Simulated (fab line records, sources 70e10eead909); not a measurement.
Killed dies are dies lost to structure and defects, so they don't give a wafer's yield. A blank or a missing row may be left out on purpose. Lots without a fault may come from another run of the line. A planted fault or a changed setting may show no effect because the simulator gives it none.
fab line records | flow nand_harc | part 1 of 2: steps 1 to 15 of 25
record lots=5 wafers=15 last_day=31
route steps=1302 shown A_CHANNEL_HOLE_D2@590 A_CHANNEL_FILL_D2@610
lots that met no fault: from a run of the same line without faults
start_h: hours from the record's first day to the start of the lot's first wafer shown | wait_h: hours since the lot's step before | " the same as in the row above | L1.1+2: a row that stands for several wafers | - no value, or no start given | * or withheld: withheld | < > ~ a bound
route shown NAME@n: a module of which the file shows steps, and the number in the route of the first | usual: mean/standard deviation of fault-free wafers | same: alike in all rows | chamber/n: place in a boat | sites: the reading at each site | _std_site: their standard deviation | _edge_site: outer sites' mean less inner sites' | radius_mm: how far each site lies from the wafer's centre | mask NAME#n: copy n | behind: the tool/chamber that last shaped the wafer | hold: why the lot was held/for how many hours/how that ended | device: the transistor (n, p or np) that didn't switch | end of line: the same wafers' tests at the end of the route | a step without rows: its recipe alone | killed: dies lost to structure and defects at the first sort, not the wafer's yield | map: a wafer's dies, x killed, . not, _ none there
set.NAME: the setting as run; set.NAME@STEP: as run at that earlier step | model.NAME: the simulator's own value behind a step, which no gauge read
lots at some steps of the route; a table a step, a row a wafer
services: from which hour (start_h, from the record's first day; less than 0 if before it) a tool's chamber was out of use, for how many hours, and why
## steps
# step NHARC_A_CHANNEL_HOLE_D2_CD_MEAS_18
# usual cd_nm=99.6/2.4
# columns lot.wafer tool chamber start_h wait_h cd_nm
L083.2 cd_sem-03 - 384.22 - 99.9
L083.3 " - " " 101.4
L083.5 " - " " 102.6
L084.1 cd_sem-02 - 392.84 - 99.6
L084.4 " - " " 99.2
L084.5 " - " " 97.8
L088.1 cd_sem-02 - 451.41 - 94.5
L088.4 " - " " 98.5
L088.6 " - " " 94.6
L090.2 cd_sem-03 - 462.45 - 103.1
L090.4 " - " " 102.1
L090.5 " - " " 99.8
L094.2 cd_sem-01 - 485.77 - 101.6
L094.3 " - " " 102.1
L094.6 " - " " 98.9
# step NHARC_A_CHANNEL_HOLE_D2_ETCH_19
# recipe bias_v=1200 source_w=2500 pressure_mtorr=15 time_s=34.5 ar_flow_sccm=375 c4f8_flow_sccm=28.8 o2_flow_sccm=96.2 temp_c=-20 target_depth_a=* chemistry=C4F8/O2/Ar
# usual drypump_motor_current_A=5.5/0.5 showerhead_plenum_p_Torr=3.74/0.098 temp_c=-20.00/0.11 throttle_valve_pct=37.036/0.0088
# same time_s=34.5
# columns lot.wafer tool chamber start_h wait_h drypump_motor_current_A rf_hours_counter_h showerhead_plenum_p_Torr temp_c throttle_valve_pct
L083.2 har_etch-01 1 384.31 0.1 6.1 206 3.68 -20.10 37.043
L083.3 " 1 " " 6.1 - 3.68 -19.93 37.054
L083.5 " 0 " " 5.7 - 3.71 -19.90 37.057
L084.1 har_etch-01 1 392.91 0.1 6.1 210 3.68 -19.99 37.033
L084.4 " 1 " " 6.1 - 3.68 -20.18 37.027
L084.5 " 1 " " 6.1 - 3.68 -20.09 37.029
L088.1 har_etch-01 0 455.71 4.3 5.7 248 3.69 -20.01 37.029
L088.4 " 1 " " 6.0 - 3.66 -20.03 37.041
L088.6 " 0 " " 5.7 - 3.69 -20.13 37.024
L090.2 har_etch-02 1 462.90 0.4 5.2 38 3.73 -19.94 37.029
L090.4 " 0 " " 4.8 - 3.96 -20.12 37.023
L090.5 " 0 " " 4.8 - 3.96 -20.06 37.032
L094.2 har_etch-01 1 485.86 0.1 6.1 264 3.65 -20.03 37.022
L094.3 " 1 " " 6.1 - 3.65 -20.03 37.028
L094.6 " 1 " " 6.1 - 3.65 -19.87 37.026
# step NHARC_A_CHANNEL_HOLE_D2_ETCH_20
# recipe bias_v=3000 source_w=withheld pressure_mtorr=20 time_s=361.9 ar_flow_sccm=375 c4f8_flow_sccm=89.3 o2_flow_sccm=35.7 temp_c=-20 target_depth_a=16000 chemistry=C4F8/O2/Ar
# usual drypump_motor_current_A=5.5/0.5 showerhead_plenum_p_Torr=3.69/0.094 temp_c=-19.99/0.12 throttle_valve_pct=32.155/0.0094
# same time_s=361.9
# columns lot.wafer tool chamber start_h wait_h drypump_motor_current_A rf_hours_counter_h showerhead_plenum_p_Torr temp_c throttle_valve_pct
L083.2 har_etch-01 1 384.45 0.1 6.1 206 3.64 -19.85 32.151
L083.3 " 1 " " 6.1 - 3.64 -19.95 32.170
L083.5 " 0 " " 5.7 - 3.67 -19.85 32.146
L084.1 har_etch-01 1 393.02 0.1 6.1 210 3.64 -19.93 32.170
L084.4 " 1 " " 6.1 - 3.64 -20.14 32.159
L084.5 " 1 " " 6.1 - 3.64 -20.06 32.158
L088.1 har_etch-01 0 455.82 0.1 5.7 248 3.65 -20.12 32.158
L088.4 " 1 " " 6.1 - 3.62 -20.08 32.173
L088.6 " 0 " " 5.7 - 3.65 -20.05 32.152
L090.2 har_etch-02 1 463.05 0.1 5.1 38 3.69 -20.05 32.160
L090.4 " 0 " " 4.8 - 3.91 -19.90 32.158
L090.5 " 0 " " 4.8 - 3.91 -19.81 32.150
L094.2 har_etch-01 1 486.01 0.1 6.0 264 3.61 -20.14 32.162
L094.3 " 1 " " 6.0 - 3.61 -20.05 32.144
L094.6 " 1 " " 6.0 - 3.61 -20.10 32.155
# step NHARC_A_CHANNEL_HOLE_D2_ETCH_21
# recipe bias_v=3000 source_w=withheld pressure_mtorr=20 time_s=514.3 ar_flow_sccm=375 c4f8_flow_sccm=89.3 o2_flow_sccm=35.7 temp_c=-20 target_depth_a=16000 chemistry=C4F8/O2/Ar
# usual drypump_motor_current_A=5.5/0.49 showerhead_plenum_p_Torr=3.69/0.094 temp_c=-19.99/0.11 throttle_valve_pct=32.155/0.0092
# same time_s=514.3
# columns lot.wafer tool chamber start_h wait_h drypump_motor_current_A rf_hours_counter_h showerhead_plenum_p_Torr temp_c throttle_valve_pct
L083.2 har_etch-01 1 384.79 0.3 6.1 207 3.64 -19.92 32.149
L083.3 " 1 " " 6.1 - 3.64 -20.05 32.162
L083.5 " 0 " " 5.7 - 3.67 -20.04 32.157
L084.1 har_etch-01 1 393.33 0.3 6.0 211 3.64 -19.95 32.151
L084.4 " 1 " " 6.1 - 3.64 -20.15 32.148
L084.5 " 1 " " 6.1 - 3.64 -20.01 32.146
L088.1 har_etch-01 0 456.14 0.3 5.7 249 3.65 -19.71 32.157
L088.4 " 1 " " 6.1 - 3.62 -19.97 32.147
L088.6 " 0 " " 5.7 - 3.64 -19.81 32.146
L090.2 har_etch-02 1 463.39 0.3 5.2 38 3.69 -19.92 32.168
L090.4 " 0 " " 4.8 - 3.91 -19.87 32.158
L090.5 " 0 " " 4.8 - 3.91 -19.99 32.151
L094.2 har_etch-01 1 486.34 0.3 6.0 264 3.61 -20.00 32.154
L094.3 " 1 " " 6.1 - 3.61 -19.95 32.155
L094.6 " 1 " " 6.1 - 3.61 -20.01 32.165
# step NHARC_A_CHANNEL_HOLE_D2_ETCH_22
# recipe bias_v=3000 source_w=withheld pressure_mtorr=20 time_s=666.7 ar_flow_sccm=375 c4f8_flow_sccm=89.3 o2_flow_sccm=35.7 temp_c=-20 target_depth_a=16000 chemistry=C4F8/O2/Ar
# usual drypump_motor_current_A=5.5/0.5 showerhead_plenum_p_Torr=3.69/0.094 temp_c=-19.98/0.1 throttle_valve_pct=32.155/0.0099
# same time_s=666.7
# columns lot.wafer tool chamber start_h wait_h drypump_motor_current_A rf_hours_counter_h showerhead_plenum_p_Torr temp_c throttle_valve_pct
L083.2 har_etch-01 1 385.25 0.4 6.1 207 3.64 -19.98 32.132
L083.3 " 1 " " 6.0 - 3.64 -19.89 32.178
L083.5 " 0 " " 5.7 - 3.67 -20.02 32.151
L084.1 har_etch-01 1 393.78 0.4 6.1 211 3.64 -20.10 32.147
L084.4 " 1 " " 6.1 - 3.64 -20.01 32.156
L084.5 " 1 " " 6.1 - 3.64 -20.09 32.157
L088.1 har_etch-01 0 456.59 0.4 5.7 249 3.64 -20.06 32.159
L088.4 " 1 " " 6.1 - 3.62 -19.88 32.152
L088.6 " 0 " " 5.7 - 3.65 -19.88 32.154
L090.2 har_etch-02 1 463.85 0.4 5.1 39 3.69 -19.96 32.152
L090.4 " 0 " " 4.8 - 3.91 -20.00 32.167
L090.5 " 0 " " 4.8 - 3.91 -19.96 32.151
L094.2 har_etch-01 1 486.80 0.4 6.1 265 3.61 -19.95 32.144
L094.3 " 1 " " 6.1 - 3.61 -19.98 32.158
L094.6 " 1 " " 6.1 - 3.61 -20.02 32.159
# step NHARC_A_CHANNEL_HOLE_D2_ETCH_23
# recipe bias_v=5000 source_w=withheld pressure_mtorr=20 time_s=819 ar_flow_sccm=375 c4f8_flow_sccm=89.3 o2_flow_sccm=35.7 temp_c=-20 target_depth_a=16000 chemistry=C4F8/O2/Ar
# usual drypump_motor_current_A=5.5/0.49 showerhead_plenum_p_Torr=3.69/0.094 temp_c=-20.03/0.099 throttle_valve_pct=32.155/0.0091
# same time_s=819
# columns lot.wafer tool chamber start_h wait_h drypump_motor_current_A rf_hours_counter_h showerhead_plenum_p_Torr temp_c throttle_valve_pct
L083.2 har_etch-01 1 385.84 0.5 6.1 208 3.64 -19.96 32.153
L083.3 " 1 " " 6.0 - 3.64 -20.01 32.146
L083.5 " 0 " " 5.7 - 3.67 -19.86 32.145
L084.1 har_etch-01 1 394.34 0.5 6.0 212 3.64 -19.87 32.154
L084.4 " 1 " " 6.1 - 3.64 -20.04 32.158
L084.5 " 1 " " 6.0 - 3.64 -20.06 32.155
L088.1 har_etch-01 0 457.16 0.5 5.7 250 3.64 -20.07 32.143
L088.4 " 1 " " 6.1 - 3.62 -20.19 32.165
L088.6 " 0 " " 5.7 - 3.64 -20.04 32.158
L090.2 har_etch-02 1 464.44 0.5 5.1 39 3.69 -20.05 32.156
L090.4 " 0 " " 4.8 - 3.91 -20.21 32.155
L090.5 " 0 " " 4.8 - 3.91 -19.96 32.141
L094.2 har_etch-01 1 487.40 0.5 6.0 265 3.61 -19.88 32.167
L094.3 " 1 " " 6.1 - 3.61 -20.10 32.158
L094.6 " 1 " " 6.1 - 3.61 -20.02 32.165
# step NHARC_A_CHANNEL_HOLE_D2_ETCH_24
# recipe bias_v=5000 source_w=withheld pressure_mtorr=20 time_s=906.2 ar_flow_sccm=375 c4f8_flow_sccm=93.8 o2_flow_sccm=31.2 temp_c=-20 target_depth_a=15000 chemistry=C4F8/O2/Ar
# usual drypump_motor_current_A=5.5/0.49 showerhead_plenum_p_Torr=3.69/0.094 temp_c=-20.01/0.098 throttle_valve_pct=32.236/0.0097
# same time_s=906.2
# columns lot.wafer tool chamber start_h wait_h drypump_motor_current_A rf_hours_counter_h showerhead_plenum_p_Torr temp_c throttle_valve_pct
L083.2 har_etch-01 1 386.54 0.6 6.1 208 3.63 -19.82 32.240
L083.3 " 1 " " 6.1 - 3.63 -19.98 32.247
L083.5 " 0 " " 5.7 - 3.66 -20.03 32.222
L084.1 har_etch-01 1 395.03 0.6 6.1 212 3.63 -19.95 32.222
L084.4 " 1 " " 6.0 - 3.63 -19.91 32.242
L084.5 " 1 " " 6.1 - 3.63 -19.91 32.237
L088.1 har_etch-01 0 457.85 0.6 5.7 251 3.64 -19.93 32.222
L088.4 " 1 " " 6.1 - 3.61 -20.01 32.233
L088.6 " 0 " " 5.7 - 3.64 -19.96 32.219
L090.2 har_etch-02 1 465.14 0.6 5.1 40 3.68 -19.96 32.230
L090.4 " 0 " " 4.8 - 3.91 -19.97 32.235
L090.5 " 0 " " 4.8 - 3.90 -19.98 32.228
L094.2 har_etch-01 1 488.10 0.6 6.1 266 3.60 -20.04 32.244
L094.3 " 1 " " 6.1 - 3.60 -19.96 32.242
L094.6 " 1 " " 6.1 - 3.60 -19.85 32.221
# step NHARC_A_CHANNEL_HOLE_D2_ETCH_25
# recipe bias_v=5000 source_w=withheld pressure_mtorr=20 time_s=1040.2 ar_flow_sccm=375 c4f8_flow_sccm=93.8 o2_flow_sccm=31.2 temp_c=-20 target_depth_a=15000 chemistry=C4F8/O2/Ar
# usual drypump_motor_current_A=5.5/0.49 showerhead_plenum_p_Torr=3.69/0.094 temp_c=-20.01/0.1 throttle_valve_pct=32.235/0.0097
# same time_s=1040.2
# columns lot.wafer tool chamber start_h wait_h drypump_motor_current_A rf_hours_counter_h showerhead_plenum_p_Torr temp_c throttle_valve_pct
L083.2 har_etch-01 1 387.33 0.7 6.1 209 3.63 -20.04 32.242
L083.3 " 1 " " 6.0 - 3.63 -19.92 32.229
L083.5 " 0 " " 5.7 - 3.66 -20.07 32.246
L084.1 har_etch-01 1 395.80 0.6 6.1 213 3.63 -20.07 32.232
L084.4 " 1 " " 6.1 - 3.63 -20.04 32.252
L084.5 " 1 " " 6.1 - 3.63 -20.12 32.228
L088.1 har_etch-01 0 458.63 0.6 5.7 251 3.64 -19.95 32.239
L088.4 " 1 " " 6.0 - 3.61 -19.95 32.240
L088.6 " 0 " " 5.7 - 3.64 -20.00 32.236
L090.2 har_etch-02 1 465.93 0.7 5.2 41 3.68 -20.11 32.230
L090.4 " 0 " " 4.8 - 3.90 -20.07 32.235
L090.5 " 0 " " 4.8 - 3.90 -20.21 32.216
L094.2 har_etch-01 1 488.88 0.7 6.1 267 3.60 -20.01 32.245
L094.3 " 1 " " 6.0 - 3.60 -19.94 32.209
L094.6 " 1 " " 6.1 - 3.60 -20.08 32.241
# step NHARC_A_CHANNEL_HOLE_D2_ETCH_26
# recipe bias_v=300 source_w=2000 pressure_mtorr=30 time_s=224.1 ar_flow_sccm=375 c4f8_flow_sccm=11.4 o2_flow_sccm=113.6 temp_c=-20 target_depth_a=3000 chemistry=C4F8/O2/Ar
# usual drypump_motor_current_A=5.5/0.5 showerhead_plenum_p_Torr=3.74/0.099 temp_c=-20.01/0.11 throttle_valve_pct=24.585/0.0098
# same time_s=224.1
# columns lot.wafer tool chamber start_h wait_h drypump_motor_current_A rf_hours_counter_h showerhead_plenum_p_Torr temp_c throttle_valve_pct
L083.2 har_etch-01 1 388.10 0.6 6.1 210 3.68 -20.05 24.586
L083.3 " 1 " " 6.0 - 3.68 -20.00 24.600
L083.5 " 0 " " 5.7 - 3.71 -19.96 24.569
L084.1 har_etch-01 1 396.67 0.7 6.1 214 3.68 -19.94 24.597
L084.4 " 1 " " 6.1 - 3.68 -20.01 24.586
L084.5 " 1 " " 6.1 - 3.68 -19.93 24.577
L088.1 har_etch-01 0 459.49 0.7 5.7 252 3.69 -20.05 24.592
L088.4 " 1 " " 6.1 - 3.66 -20.11 24.582
L088.6 " 0 " " 5.8 - 3.69 -19.92 24.593
L090.2 har_etch-02 1 466.69 0.6 5.1 41 3.73 -19.92 24.591
L090.4 " 0 " " 4.8 - 3.97 -20.00 24.580
L090.5 " 0 " " 4.8 - 3.97 -20.05 24.585
L094.2 har_etch-01 1 489.65 0.6 6.1 267 3.65 -19.89 24.576
L094.3 " 1 " " 6.1 - 3.65 -19.89 24.588
L094.6 " 1 " " 6.0 - 3.65 -19.95 24.587
# step NHARC_A_CHANNEL_HOLE_D2_ETCH_27
# recipe bias_v=400 source_w=2000 pressure_mtorr=25 time_s=90 ar_flow_sccm=375 c4f8_flow_sccm=41.7 o2_flow_sccm=83.3 temp_c=-20 target_depth_a=4000 chemistry=C4F8/O2/Ar
# usual drypump_motor_current_A=5.5/0.5 showerhead_plenum_p_Torr=3.73/0.097 temp_c=-19.98/0.092 throttle_valve_pct=27.619/0.0092
# same time_s=90
# columns lot.wafer tool chamber start_h wait_h drypump_motor_current_A rf_hours_counter_h showerhead_plenum_p_Torr temp_c throttle_valve_pct
L083.2 har_etch-01 1 388.29 0.2 6.1 210 3.68 -19.75 27.611
L083.3 " 1 " " 6.1 - 3.68 -20.01 27.621
L083.5 " 0 " " 5.7 - 3.71 -20.02 27.604
L084.1 har_etch-01 1 396.88 0.2 6.0 214 3.67 -19.99 27.623
L084.4 " 1 " " 6.0 - 3.67 -19.96 27.614
L084.5 " 1 " " 6.0 - 3.67 -19.88 27.628
L088.1 har_etch-01 0 459.69 0.2 5.7 252 3.68 -19.95 27.618
L088.4 " 1 " " 6.1 - 3.65 -19.98 27.610
L088.6 " 0 " " 5.8 - 3.68 -19.90 27.586
L090.2 har_etch-02 1 466.89 0.2 5.1 42 3.73 -19.95 27.626
L090.4 " 0 " " 4.8 - 3.96 -19.88 27.619
L090.5 " 0 " " 4.8 - 3.96 -19.89 27.623
L094.2 har_etch-01 1 489.85 0.2 6.1 268 3.64 -19.96 27.616
L094.3 " 1 " " 6.1 - 3.64 -19.88 27.618
L094.6 " 1 " " 6.1 - 3.64 -19.98 27.619
# step NHARC_A_CHANNEL_HOLE_D2_STRIP_41
# recipe n2_flow_sccm=150 h2_flow_sccm=150 ar_flow_sccm=0 bias_w=0 chemistry=N2/H2
# columns lot.wafer tool chamber start_h wait_h
L083.3+2+5 rie_diel-03 3,0,1 388.81 0.4
L084.4+1+5 rie_diel-09 0,2,0 397.42 0.4
L088.1+4+6 rie_diel-02 0,3,1 460.24 0.5
L090.2+4+5 rie_diel-02 3,1,3 467.41 0.5
L094.3+2+6 rie_diel-03 1,2,2 490.34 0.4
# step NHARC_A_CHANNEL_HOLE_D2_STRIP_42
# recipe cf4_flow_sccm=100 chf3_flow_sccm=30 ar_flow_sccm=0 bias_w=0 chemistry=CF4/CHF3
# columns lot.wafer tool chamber start_h wait_h
L083.2+3+5 rie_diel-03 1,3,1 388.88 0.1
L084.4+1+5 rie_diel-09 0,2,0 397.50 0.1
L088.1+6+4 rie_diel-02 3,1,3 460.34 0.1
L090.2+4+5 rie_diel-02 1,0,3 467.52 0.1
L094.2+3+6 rie_diel-03 0,3,1 490.44 0.1
# step NHARC_A_CHANNEL_HOLE_D2_STRIP_43
# recipe o2_flow_sccm=400 cos_flow_sccm=20 ar_flow_sccm=0 bias_w=0 chemistry=O2/COS
# columns lot.wafer tool chamber start_h wait_h
L083.3+2+5 rie_diel-03 1,0,1 388.95 0.1
L084.1+4+5 rie_diel-09 1,2,2 397.56 0.0
L088.1+6+4 rie_diel-02 3,1,0 460.41 0.1
L090.2+5+4 rie_diel-02 3,3,1 467.58 0.1
L094.3+2+6 rie_diel-03 3,1,2 490.50 0.1
# step NHARC_A_CHANNEL_HOLE_D2_ETCH_44
# recipe target_depth_a=1400 overetch_a=140 time_s=77 ion_energy_ev=100 cf4_flow_sccm=80 o2_flow_sccm=20 ar_flow_sccm=0 rf_w=300 bias_w=100 chemistry=CF4/O2
# usual bias_w=100.0/0.32 drypump_motor_current_A=5.9/0.46 oes_product_au=0.999/0.009 rf_vpp_V=197.3/1.2 showerhead_plenum_p_Torr=1.31/0.04 throttle_valve_pct=13.397/0.0086
# same time_s=77
# columns lot.wafer tool chamber start_h wait_h bias_w drypump_motor_current_A oes_product_au rf_hours_counter_h rf_vpp_V showerhead_plenum_p_Torr throttle_valve_pct
L083.3 rie_diel-03 2 389.01 0.1 99.5 6.3 0.995 6 199.2 1.33 13.424
L083.2 " 3 " " 100.1 5.7 0.997 5 195.9 1.25 13.395
L083.5 " 3 " " 99.9 5.7 0.998 - 197.6 1.25 13.403
L084.1 rie_diel-09 3 397.62 0.1 99.5 6.3 1.009 3 197.2 1.29 13.412
L084.4 " 0 " " 100.0 6.4 1.000 2 196.8 1.28 13.398
L084.5 " 0 " " 99.8 6.3 0.987 - 197.9 1.28 13.397
L088.1 rie_diel-02 0 460.48 0.1 100.2 6.6 1.000 5 195.2 1.28 13.409
L088.4 " 1 " " 100.1 4.9 1.002 - 194.8 1.30 13.415
L088.6 " 3 " " 100.1 5.5 0.993 - 197.3 1.27 13.393
L090.2 rie_diel-02 3 467.66 0.1 99.8 5.4 1.008 2 196.5 1.27 13.405
L090.5 " 1 " " 99.2 4.9 1.000 - 197.2 1.30 13.397
L090.4 " 0 " " 100.1 6.6 0.978 - 197.2 1.28 13.415
L094.2 rie_diel-03 1 490.56 0.0 100.2 5.8 1.011 1 197.2 1.35 13.406
L094.3 " 3 " " 99.4 5.7 1.001 1 196.4 1.25 13.396
L094.6 " 2 " " 100.3 6.3 0.993 - 197.7 1.33 13.403
# step NHARC_A_CHANNEL_HOLE_D2_STRIP_28
# recipe o2_flow_sccm=500 ar_flow_sccm=0 bias_w=0 chemistry=O2
# usual drypump_motor_current_A=5.9/0.46 oes_product_au=0.998/0.0083 rf_vpp_V=57.7/0.84 showerhead_plenum_p_Torr=3.45/0.1 throttle_valve_pct=17.036/0.0084
# same bias_w=0
# columns lot.wafer tool chamber start_h wait_h drypump_motor_current_A oes_product_au rf_hours_counter_h rf_vpp_V showerhead_plenum_p_Torr throttle_valve_pct
L083.3 rie_diel-03 1 - - 5.9 1.003 5 58.6 3.56 17.034
L083.2 " 0 " " 5.4 1.003 5 58.1 3.44 17.019
L083.5 " 1 " " 5.9 1.000 - 56.6 3.56 17.036
L084.4 rie_diel-09 0 - - 6.4 0.989 3 58.2 3.38 17.028
L084.1 " 1 " " 6.2 1.002 3 57.1 3.62 17.040
L084.5 " 2 " " 6.1 1.010 - 56.4 3.58 17.031
L088.1 rie_diel-02 0 - - 6.6 0.985 5 57.2 3.39 17.036
L088.4 " 3 " " 5.5 1.006 - 57.1 3.37 17.051
L088.6 " 1 " " 4.9 1.004 - 56.4 3.43 17.038
L090.2 rie_diel-02 1 - - 4.9 1.019 6 56.3 3.43 17.041
L090.4 " 0 " " 6.6 1.005 - 58.4 3.39 17.042
L090.5 " 1 " " 4.9 1.012 - 56.9 3.43 17.028
L094.3 rie_diel-03 3 - - 5.7 1.003 1 57.0 3.31 17.007
L094.2 " 0 " " 5.3 1.000 1 57.0 3.44 17.035
L094.6 " 1 " " 5.9 1.001 - 57.6 3.56 17.037
